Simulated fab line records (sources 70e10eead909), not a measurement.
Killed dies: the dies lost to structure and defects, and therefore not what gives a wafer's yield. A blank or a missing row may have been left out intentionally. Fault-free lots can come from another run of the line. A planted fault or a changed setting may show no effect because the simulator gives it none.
fab line records | flow nand-harc
[record] lots = 11 | wafers = 33 | last-day = 34
route steps=1302 shown P_STI@87 P_GATE@139 END@1302
lots that met no fault: taken from a fault-free run of the same line
start-h: hours from the record's opening day to when the first of the lot's shown wafers began | wait-h: how many hours have passed since the lot's step before this one | " the same as in the row above | L1.1+2: a single row standing in for several wafers | - value missing, or start not given | * or withheld: withheld | < > ~ a bound
route shown NAME@n: a module of which the file shows steps, and the number in the route of the first | usual: mean/standard deviation of fault-free wafers | same: alike in all rows | chamber/n: place in a boat | sites: each site's reading | _std_site: their standard deviation | _edge_site: mean of outer sites minus mean of inner sites | radius-mm: for every site, how far away it sits from the centre of the wafer | mask NAME#n: copy n | behind: tool/chamber where the wafer was last shaped | hold: reason for holding the lot/hours on hold/outcome of the hold | device: which transistor (n, p or np) failed to switch | end of line: the same wafers' tests at the end of the route | where a step has no rows: the recipe by itself | killed: the dies lost at the first sort to structure and to defects; this is not the yield of the wafer | map: dies across one wafer; x = killed, . = not, _ = none there
set.NAME: the setting as run; set.NAME@STEP: as run at that earlier step | model.NAME: the simulator's own value behind a step, which no gauge read
the route's steps for a sample of lots (tables are steps, rows are wafers)
services: from which hour (start-h, from the record's first day; less than 0 if before it) a tool's chamber was out of use, for how many hours, and why
[[steps]]
[step NHARC_P_STI_DESCUM_14]
[recipe] time-s = 3 | o2-flow-sccm = 200 | ar-flow-sccm = 0 | bias-power-w = 0 | chemistry = O2
[usual] drypump-motor-current-A = 5.7/0.52 | mfc-ar-sccm = 0.013/0.015 | oes-product-au = 1.003/0.012 | rf-vpp-V = 57.8/0.83 | showerhead-plenum-p-Torr = 1.93/0.066 | throttle-valve-pct = 11.311/0.01
lot.wafer | tool        | chamber | start-h | wait-h | drypump-motor-current-A | mfc-ar-sccm | oes-product-au | rf-hours-counter-h | rf-vpp-V | showerhead-plenum-p-Torr | throttle-valve-pct
L904.4    | rie-diel-10 | 0       | 49.04   | -      | 6.0                     | 0.008       | 1.002          | 14                 | 56.8     | 1.88                     | 11.312
L904.1    | "           | 1       | "       | "      | 5.1                     | 0.021       | 0.999          | 13                 | 57.3     | 1.87                     | 11.311
L904.2    | "           | 2       | "       | "      | 5.3                     | 0.037       | 1.008          | 12                 | 58.3     | 2.03                     | 11.298
L907.2    | rie-diel-10 | 2       | 74.64   | -      | 5.2                     | 0.037       | 0.999          | 0                  | 58.4     | 2.03                     | 11.306
L907.1    | "           | 3       | "       | "      | 5.9                     | 0           | 1.008          | 0                  | 56.9     | 1.86                     | 11.322
L907.3    | "           | 1       | "       | "      | 5.0                     | 0.021       | 1.007          | 0                  | 57.0     | 1.87                     | 11.318
L909.2    | rie-diel-09 | 0       | 95.34   | -      | 5.7                     | 0.001       | 1.022          | 5                  | 57.0     | 1.90                     | 11.328
L909.6    | "           | 1       | "       | "      | 6.3                     | 0           | 1.015          | -                  | 58.6     | 2.04                     | 11.294
L909.5    | "           | 2       | "       | "      | 5.3                     | 0.032       | 1.010          | -                  | 57.7     | 2.01                     | 11.325
L910.3    | rie-diel-09 | 1       | 104.45  | -      | 6.3                     | 0           | 1.011          | 5                  | 59.9     | 2.04                     | 11.314
L910.4    | "           | 3       | "       | "      | 4.9                     | 0           | 1.011          | 5                  | 57.2     | 1.88                     | 11.304
L910.5    | "           | 1       | "       | "      | 6.3                     | 0           | 1.010          | -                  | 59.3     | 2.04                     | 11.297
L911.3    | rie-diel-12 | 1       | 115.51  | -      | 6.2                     | 0           | 1.024          | 1                  | 58.4     | 1.90                     | 11.316
L911.1    | "           | 3       | "       | "      | 6.5                     | 0           | 1.022          | 0                  | 58.0     | 1.94                     | 11.306
L911.5    | "           | 1       | "       | "      | 6.1                     | 0           | 1.022          | -                  | 57.2     | 1.90                     | 11.326
L915.4    | rie-diel-09 | 1       | 158.34  | -      | 6.3                     | 0           | 0.989          | 0                  | 57.7     | 2.04                     | 11.329
L915.2    | "           | 2       | "       | "      | 5.3                     | 0.032       | 1.001          | 0                  | 57.8     | 2.00                     | 11.313
L915.1    | "           | 3       | "       | "      | 4.9                     | 0           | 1.012          | 0                  | 58.6     | 1.88                     | 11.311
L922.1    | rie-diel-10 | 3       | 228.11  | -      | 5.9                     | 0           | 0.996          | 11                 | 56.7     | 1.85                     | 11.312
L922.4    | "           | 0       | "       | "      | 6.0                     | 0.008       | 0.994          | 15                 | 58.2     | 1.87                     | 11.313
L922.5    | "           | 3       | "       | "      | 5.9                     | 0           | 1.005          | -                  | 58.2     | 1.85                     | 11.303
L924.3    | rie-diel-09 | 3       | 248.24  | -      | 4.9                     | 0           | 0.998          | 3                  | 57.2     | 1.88                     | 11.301
L924.2    | "           | 0       | "       | "      | 5.7                     | 0.001       | 1.003          | 3                  | 58.0     | 1.90                     | 11.310
L924.5    | "           | 2       | "       | "      | 5.3                     | 0.032       | 0.990          | -                  | 59.1     | 2.00                     | 11.303
L925.1    | rie-diel-12 | 1       | 252.99  | -      | 6.1                     | 0           | 1.021          | 9                  | 58.2     | 1.90                     | 11.304
L925.3    | "           | 2       | "       | "      | 6.2                     | 0.032       | 0.994          | 9                  | 56.9     | 1.84                     | 11.325
L925.6    | "           | 3       | "       | "      | 6.5                     | 0           | 1.022          | -                  | 58.1     | 1.94                     | 11.307
L926.4    | rie-diel-09 | 0       | 264.33  | -      | 5.7                     | 0.001       | 1.024          | 4                  | 57.1     | 1.90                     | 11.311
L926.2    | "           | 2       | "       | "      | 5.3                     | 0.032       | 1.000          | 5                  | 58.4     | 2.00                     | 11.315
L926.5    | "           | 3       | "       | "      | 4.9                     | 0           | 1.016          | -                  | 58.3     | 1.88                     | 11.318
L927.1    | rie-diel-10 | 1       | 274.20  | -      | 5.1                     | 0.021       | 0.991          | 3                  | 57.9     | 1.87                     | 11.313
L927.4    | "           | 3       | "       | "      | 5.9                     | 0           | 0.998          | 3                  | 58.2     | 1.85                     | 11.318
L927.3    | "           | 0       | "       | "      | 6.0                     | 0.008       | 0.971          | 3                  | 58.9     | 1.87                     | 11.308
[step NHARC_P_GATE_PEB_24]
[recipe] peb-temp-c = 100 | peb-time-s = 65
lot.wafer  | tool           | chamber | start-h | wait-h
L904.1+2+4 | litho-track-04 | 0       | 105.68  | 0.1
L907.1+2+3 | litho-track-01 | 0       | 127.54  | 0.1
L909.2+5+6 | litho-track-04 | 0       | 162.24  | 0.1
L910.3+4+5 | litho-track-06 | 0       | 173.98  | 0.0
L911.1+3+5 | litho-track-01 | 0       | 180.89  | 0.1
L915.1+2+4 | litho-track-04 | 0       | 213.98  | 0.1
L922.1+4+5 | litho-track-04 | 0       | 276.99  | 0.1
L924.2+3+5 | litho-track-04 | 0       | 297.88  | 0.1
L925.1+3+6 | litho-track-01 | 0       | 311.85  | 0.1
L926.2+4+5 | litho-track-06 | 0       | 316.21  | 0.1
L927.1+3+4 | litho-track-01 | 0       | 324.80  | 0.1
[step NHARC_P_GATE_CD_MEAS_26]
[recipe] target-cd-nm = 120 | landing-energy-ev = 500
[usual] cd-nm = 119.9/0.53
lot.wafer | tool      | chamber | start-h | wait-h | cd-nm
L904.1    | cd-sem-01 | 0       | 105.76  | -      | 119.9
L904.2    | "         | 0       | "       | "      | 120.8
L904.4    | "         | 0       | "       | "      | 120.1
L907.1    | cd-sem-01 | 0       | 127.62  | -      | 120.9
L907.2    | "         | 0       | "       | "      | 120.7
L907.3    | "         | 0       | "       | "      | 121.2
L909.2    | cd-sem-03 | 0       | 162.32  | -      | 120.5
L909.5    | "         | 0       | "       | "      | 120.4
L909.6    | "         | 0       | "       | "      | 119.1
L910.3    | cd-sem-01 | 0       | 174.06  | -      | 120.0
L910.4    | "         | 0       | "       | "      | 120.3
L910.5    | "         | 0       | "       | "      | 120.3
L911.1    | cd-sem-03 | 0       | 180.97  | -      | 119.8
L911.3    | "         | 0       | "       | "      | 120.2
L911.5    | "         | 0       | "       | "      | 119.3
L915.1    | cd-sem-02 | 0       | 214.06  | -      | 120.3
L915.2    | "         | 0       | "       | "      | 120.1
L915.4    | "         | 0       | "       | "      | 119.8
L922.1    | cd-sem-02 | 0       | 277.07  | -      | 117.5
L922.4    | "         | 0       | "       | "      | 118.0
L922.5    | "         | 0       | "       | "      | 117.3
L924.2    | cd-sem-03 | 0       | 297.96  | -      | 117.6
L924.3    | "         | 0       | "       | "      | 118.4
L924.5    | "         | 0       | "       | "      | 117.7
L925.1    | cd-sem-02 | 0       | 311.93  | -      | 120.9
L925.3    | "         | 0       | "       | "      | 119.4
L925.6    | "         | 0       | "       | "      | 120.8
L926.2    | cd-sem-03 | 0       | 316.29  | -      | 119.9
L926.4    | "         | 0       | "       | "      | 120.4
L926.5    | "         | 0       | "       | "      | 119.8
L927.1    | cd-sem-01 | 0       | 324.88  | -      | 120.7
L927.3    | "         | 0       | "       | "      | 119.9
L927.4    | "         | 0       | "       | "      | 119.3
[step NHARC_P_GATE_ETCH_114]
[recipe] target-depth-a = 300 | overetch-a = 30 | time-s = 16.5 | ion-energy-ev = 100 | cf4-flow-sccm = 80 | o2-flow-sccm = 20 | ar-flow-sccm = 0 | rf-w = 300 | bias-w = 100 | chemistry = CF4/O2
[usual] drypump-motor-current-A = 5.6/0.42 | mfc-ar-sccm = 0.004/0.0079 | oes-product-au = 1.002/0.0096 | rf-vpp-V = 196.9/1.2 | showerhead-plenum-p-Torr = 1.29/0.035 | throttle-valve-pct = 13.398/0.0098
lot.wafer | tool        | chamber | start-h | wait-h | drypump-motor-current-A | mfc-ar-sccm | oes-product-au | rf-hours-counter-h | rf-vpp-V | showerhead-plenum-p-Torr | throttle-valve-pct
L904.1    | rie-diel-04 | 3       | -       | -      | 5.1                     | 0           | 1.006          | 2.9                | 197.9    | 1.38                     | 13.399
L904.2    | "           | 0       | "       | "      | 5.5                     | 0           | 1.022          | 2.5                | 198.7    | 1.32                     | 13.390
L904.4    | "           | 1       | "       | "      | 5.2                     | 0           | 1.001          | 3.0                | 197.8    | 1.30                     | 13.405
L907.2    | rie-diel-13 | 3       | -       | -      | 5.9                     | 0           | 1.003          | 7.5                | 195.8    | 1.28                     | 13.388
L907.1    | "           | 1       | "       | "      | 5.1                     | 0           | 0.997          | 7.7                | 197.6    | 1.28                     | 13.402
L907.3    | "           | 2       | "       | "      | 5.7                     | 0           | 1.017          | 8.1                | 196.1    | 1.28                     | 13.402
L909.2    | rie-diel-06 | 0       | -       | -      | 5.9                     | 0.014       | 0.984          | 0.8                | 196.5    | 1.30                     | 13.409
L909.5    | "           | 0       | "       | "      | 6.0                     | 0.014       | 0.992          | -                  | 198.3    | 1.30                     | 13.386
L909.6    | "           | 1       | "       | "      | 5.5                     | 0.012       | 1.012          | -                  | 198.4    | 1.31                     | 13.384
L910.3    | rie-diel-13 | 3       | -       | -      | 5.8                     | 0           | 0.991          | 0.0                | 195.8    | 1.28                     | 13.392
L910.4    | "           | 2       | "       | "      | 5.7                     | 0           | 0.997          | 0.0                | 196.0    | 1.28                     | 13.403
L910.5    | "           | 3       | "       | "      | 5.8                     | 0           | 0.997          | -                  | 197.1    | 1.28                     | 13.406
L911.1    | rie-diel-13 | 3       | -       | -      | 5.9                     | 0           | 1.001          | 0.3                | 196.0    | 1.28                     | 13.403
L911.3    | "           | 2       | "       | "      | 5.7                     | 0           | 1.001          | 0.3                | 196.3    | 1.28                     | 13.407
L911.5    | "           | 0       | "       | "      | 5.4                     | 0           | 1.005          | -                  | 197.0    | 1.27                     | 13.389
L915.4    | rie-diel-04 | 3       | -       | -      | 5.1                     | 0           | 1.005          | 2.4                | 198.6    | 1.38                     | 13.399
L915.1    | "           | 1       | "       | "      | 5.3                     | 0           | 0.998          | 2.2                | 195.6    | 1.30                     | 13.395
L915.2    | "           | 2       | "       | "      | 6.5                     | 0.028       | 0.998          | 2.3                | 195.4    | 1.25                     | 13.400
L922.1    | rie-diel-13 | 0       | -       | -      | 5.3                     | 0           | 1.000          | 5.6                | 195.7    | 1.26                     | 13.394
L922.4    | "           | 1       | "       | "      | 5.1                     | 0           | 0.993          | 4.9                | 197.6    | 1.28                     | 13.396
L922.5    | "           | 2       | "       | "      | 5.7                     | 0           | 1.011          | -                  | 195.6    | 1.28                     | 13.398
L924.2    | rie-diel-13 | 3       | -       | -      | 5.8                     | 0           | 1.013          | 6.2                | 195.8    | 1.28                     | 13.395
L924.3    | "           | 1       | "       | "      | 5.1                     | 0           | 0.987          | 5.4                | 196.2    | 1.28                     | 13.379
L924.5    | "           | 2       | "       | "      | 5.7                     | 0           | 1.010          | -                  | 197.1    | 1.28                     | 13.387
L925.1    | rie-diel-13 | 2       | -       | -      | 5.7                     | 0           | 1.029          | 6.7                | 196.1    | 1.28                     | 13.401
L925.3    | "           | 3       | "       | "      | 5.8                     | 0           | 1.011          | 7.6                | 196.6    | 1.28                     | 13.395
L925.6    | "           | 2       | "       | "      | 5.6                     | 0           | 1.015          | -                  | 195.1    | 1.28                     | 13.405
L926.2    | rie-diel-06 | 2       | -       | -      | 6.3                     | 0           | 1.009          | 0.1                | 196.5    | 1.26                     | 13.389
L926.5    | "           | 3       | "       | "      | 6.0                     | 0           | 1.001          | -                  | 195.8    | 1.26                     | 13.373
L926.4    | "           | 2       | "       | "      | 6.3                     | 0           | 1.011          | -                  | 195.4    | 1.26                     | 13.415
L927.3    | rie-diel-13 | 0       | -       | -      | 5.4                     | 0           | 1.006          | 8.5                | 197.2    | 1.26                     | 13.387
L927.1    | "           | 1       | "       | "      | 5.1                     | 0           | 0.995          | 7.3                | 197.7    | 1.28                     | 13.390
L927.4    | "           | 2       | "       | "      | 5.7                     | 0           | 1.006          | 7.4                | 196.7    | 1.28                     | 13.387
[step NHARC_P_GATE_ETCH_32]
[recipe] target-depth-a = 1500 | over-etch-frac = 1 | over-etch-ion-energy-ev = 40 | time-s = 100.1 | hbr-flow-sccm = 150 | cl2-flow-sccm = 50 | rf-w = 400 | icp-w = 400 | bias-w = 100 | chemistry = HBr/Cl2
[usual] drypump-motor-current-A = 5.8/0.39 | oes-product-au = 0.997/0.0097 | throttle-valve-pct = 26.406/0.0092
lot.wafer | tool      | chamber | start-h | wait-h | drypump-motor-current-A | oes-product-au | rf-hours-counter-h | throttle-valve-pct
L904.4    | rie-si-06 | 1       | 106.41  | -      | 6.2                     | 0.995          | 0.15               | 26.410
L904.2    | "         | 2       | "       | "      | 6.0                     | 0.985          | 0.17               | 26.397
L904.1    | "         | 3       | "       | "      | 6.3                     | 1.009          | 0.17               | 26.404
L907.3    | rie-si-02 | 1       | 128.26  | -      | 5.6                     | 0.987          | 0.13               | 26.404
L907.2    | "         | 3       | "       | "      | 6.3                     | 1.000          | 0.11               | 26.423
L907.1    | "         | 0       | "       | "      | 5.7                     | 0.992          | 0.10               | 26.412
L909.2    | rie-si-01 | 0       | 162.99  | -      | 5.7                     | 1.016          | 0.88               | 26.418
L909.6    | "         | 3       | "       | "      | 6.5                     | 1.003          | -                  | 26.397
L909.5    | "         | 0       | "       | "      | 5.7                     | 1.023          | -                  | 26.411
L910.4    | rie-si-06 | 3       | 174.74  | -      | 6.3                     | 1.000          | 0.59               | 26.420
L910.3    | "         | 0       | "       | "      | 5.4                     | 1.002          | 0.54               | 26.403
L910.5    | "         | 1       | "       | "      | 6.2                     | 0.998          | -                  | 26.396
L911.3    | rie-si-02 | 2       | 181.64  | -      | 5.6                     | 0.984          | 0.36               | 26.401
L911.1    | "         | 3       | "       | "      | 6.2                     | 0.986          | 0.41               | 26.417
L911.5    | "         | 1       | "       | "      | 5.6                     | 0.980          | -                  | 26.407
L915.1    | rie-si-02 | 1       | 214.71  | -      | 5.6                     | 0.975          | 0.72               | 26.402
L915.2    | "         | 2       | "       | "      | 5.6                     | 0.991          | 0.64               | 26.390
L915.4    | "         | 0       | "       | "      | 5.6                     | 0.993          | 0.61               | 26.401
L922.4    | rie-si-01 | 3       | 277.72  | -      | 6.5                     | 0.987          | 0.47               | 26.407
L922.1    | "         | 2       | "       | "      | 5.3                     | 0.995          | 0.46               | 26.414
L922.5    | "         | 0       | "       | "      | 5.7                     | 1.003          | -                  | 26.405
L924.2    | rie-si-02 | 0       | 298.62  | -      | 5.7                     | 0.995          | 0.06               | 26.414
L924.3    | "         | 2       | "       | "      | 5.6                     | 0.991          | 0.07               | 26.409
L924.5    | "         | 3       | "       | "      | 6.2                     | 1.001          | -                  | 26.387
L925.1    | rie-si-01 | 2       | 312.59  | -      | 5.2                     | 1.010          | 0.65               | 26.396
L925.3    | "         | 0       | "       | "      | 5.7                     | 1.006          | 0.73               | 26.395
L925.6    | "         | 1       | "       | "      | 5.7                     | 0.994          | -                  | 26.393
L926.4    | rie-si-01 | 3       | 317.00  | -      | 6.4                     | 0.984          | 0.77               | 26.405
L926.2    | "         | 0       | "       | "      | 5.7                     | 1.001          | 0.77               | 26.407
L926.5    | "         | 0       | "       | "      | 5.7                     | 1.007          | -                  | 26.413
L927.1    | rie-si-01 | 3       | 325.56  | -      | 6.4                     | 1.001          | 0.86               | 26.403
L927.3    | "         | 0       | "       | "      | 5.7                     | 1.002          | 0.86               | 26.405
L927.4    | "         | 1       | "       | "      | 5.7                     | 0.994          | 0.77               | 26.412
[step NHARC_END_SORT_01]
[recipe] temp-c = 25
[usual] killed-at-array = 64/18 | killed-at-other = 0.8/1.1 | killed-at-periphery = 3.8/2.7 | killed-dies = 68/18 | killed-open = 3.3/1.9 | killed-short = 2.3/1.8
[same] gross-dies = 677
lot.wafer | tool      | chamber | start-h | wait-h | killed-at-array | killed-at-other | killed-at-periphery | killed-dies | killed-open | killed-short
L911.1    | prober-02 | 0       | 657.96  | 2.5    | 28              | 4               | 5                   | 37          | 2           | 5
L911.3    | prober-02 | 0       | 659.55  | 3.1    | 28              | 0               | 4                   | 32          | 2           | 0
L911.5    | prober-02 | 0       | 661.14  | 3.7    | 42              | 1               | 7                   | 50          | 5           | 4
L926.2    | prober-02 | 0       | 779.82  | 2.8    | 34              | 0               | 10                  | 44          | 5           | 2
L926.4    | prober-02 | 0       | 781.41  | 3.4    | 30              | 0               | 11                  | 41          | 5           | 1
L926.5    | prober-02 | 0       | 782.21  | 3.7    | 25              | 0               | 7                   | 32          | 5           | 2
// killed by level:class
L911.1 A_CHANNEL_HOLE_D2:chamber-film-flake=8 A_CHANNEL_HOLE_D1:chamber-film-flake=6 A_CONTACT:chamber-film-flake=6 THIN_TSV:chamber-film-flake=4 A_STAIRCASE:chamber-film-flake=2 P_GATE:geometric-particle:open=1 P_CONTACT:geometric-particle:short=1 P_M0:geometric-particle:short=1
L911.3 A_CHANNEL_HOLE_D2:chamber-film-flake=14 A_CHANNEL_HOLE_D1:chamber-film-flake=5 P_M0:chamber-film-flake=2 A_SLIT:chamber-film-flake=2 A_CONTACT:chamber-film-flake=2 A_CHANNEL_HOLE_D1:geometric-particle:open=1 A_M0:geometric-particle:open=1 P_STI:chamber-film-flake=1
L911.5 A_CHANNEL_HOLE_D2:chamber-film-flake=17 A_CONTACT:chamber-film-flake=6 A_CHANNEL_HOLE_D1:chamber-film-flake=4 A_WL_FILL:geometric-particle:short=3 A_STAIRCASE:chamber-film-flake=3 A_SLIT:chamber-film-flake=3 P_BONDPAD:chamber-film-flake=2 A_BLC:chamber-film-flake=2
L926.2 P_GATE:chamber-film-flake=9 A_SLIT:chamber-film-flake=9 A_STAIRCASE:chamber-film-flake=5 A_M1:chamber-film-flake=5 A_CONTACT:chamber-film-flake=3 A_DECK1_JOINT:chamber-film-flake=3 A_M0:geometric-particle:open=2 A_ZERO_WELL:chamber-film-flake=2
L926.4 A_SLIT:chamber-film-flake=10 A_CONTACT:chamber-film-flake=9 P_GATE:chamber-film-flake=8 P_M0:geometric-particle:open=3 A_STAIRCASE:chamber-film-flake=3 A_CHANNEL_FILL_D1:geometric-particle:open=2 A_CHANNEL_HOLE_D1:chamber-film-flake=2 A_M1:chamber-film-flake=2
L926.5 A_SLIT:chamber-film-flake=10 P_GATE:chamber-film-flake=5 A_STAIRCASE:chamber-film-flake=2 A_WL_FILL:chamber-film-flake=2 A_CONTACT:chamber-film-flake=2 P_M0:geometric-particle:open=1 P_M2:geometric-particle:open=1 A_CHANNEL_FILL_D1:geometric-particle:short=1
[[services]]
tool           | chamber | start-h | hours | kind
litho-track-04 | -       | 28.00   | 7.0   | pm
rie-si-01      | 0       | 40.01   | 4.4   | repair
rie-diel-13    | 3       | 58.42   | 31.2  | repair
rie-diel-10    | -       | 65.50   | 9.0   | pm
rie-si-02      | 3       | 86.76   | 3.9   | repair
rie-diel-09    | -       | 99.61   | 2.6   | repair
rie-si-02      | -       | 100.00  | 9.0   | pm
rie-si-02      | 2       | 123.60  | 6.5   | repair
rie-diel-09    | -       | 143.10  | 9.0   | pm
litho-track-01 | -       | 155.00  | 7.0   | pm
rie-diel-10    | 3       | 162.04  | 31.1  | repair
rie-diel-13    | -       | 165.00  | 9.0   | pm
rie-si-01      | -       | 193.00  | 9.0   | pm
rie-si-01      | -       | 202.82  | 0.4   | repair
litho-track-04 | -       | 203.00  | 7.0   | pm
rie-diel-09    | -       | 219.84  | 3.3   | repair
rie-diel-09    | 3       | 232.31  | 15.8  | repair
rie-diel-09    | 0       | 240.68  | 4.2   | repair
rie-diel-10    | -       | 242.50  | 9.0   | pm
rie-diel-13    | 1       | 246.52  | 9.3   | repair
rie-si-02      | 2       | 249.80  | 3.1   | repair
rie-diel-09    | 3       | 301.95  | 3.1   | repair
rie-diel-09    | -       | 316.00  | 0.7   | repair
rie-diel-09    | -       | 320.10  | 9.0   | pm
[[key]]
[first-sign] step = NHARC_P_GATE_CD_MEAS_26 | reading = cd-nm | direction = down | sigmas = 4 | usual = 119.9 | struck = 117.8
effect none on later readings
met-at NHARC_P_GATE_PEB_24
struck-lots L922,L924
tester-left-out L922,L924
not-acting-at NHARC_P_STI_DESCUM_14,NHARC_P_GATE_ETCH_114,NHARC_P_GATE_ETCH_32
onset-between 213.98 276.99
[fault] kind = process-parameter-drift | tool = litho-track-04 | chamber = - | onset-h = 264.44 | steps = NHARC_P_GATE_PEB_24 | channel = peb-time-s | offset = * | shape = step | end-h = 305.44 | acts-in = * | stated = *
// tester-left-out: of these lots the tester's yield and bins aren't shown, on N5 and GAA mostly nor the transistor test; their killed dies are dies lost to structure and defects alone, not to doping, threshold or leakage, so they don't give the yield
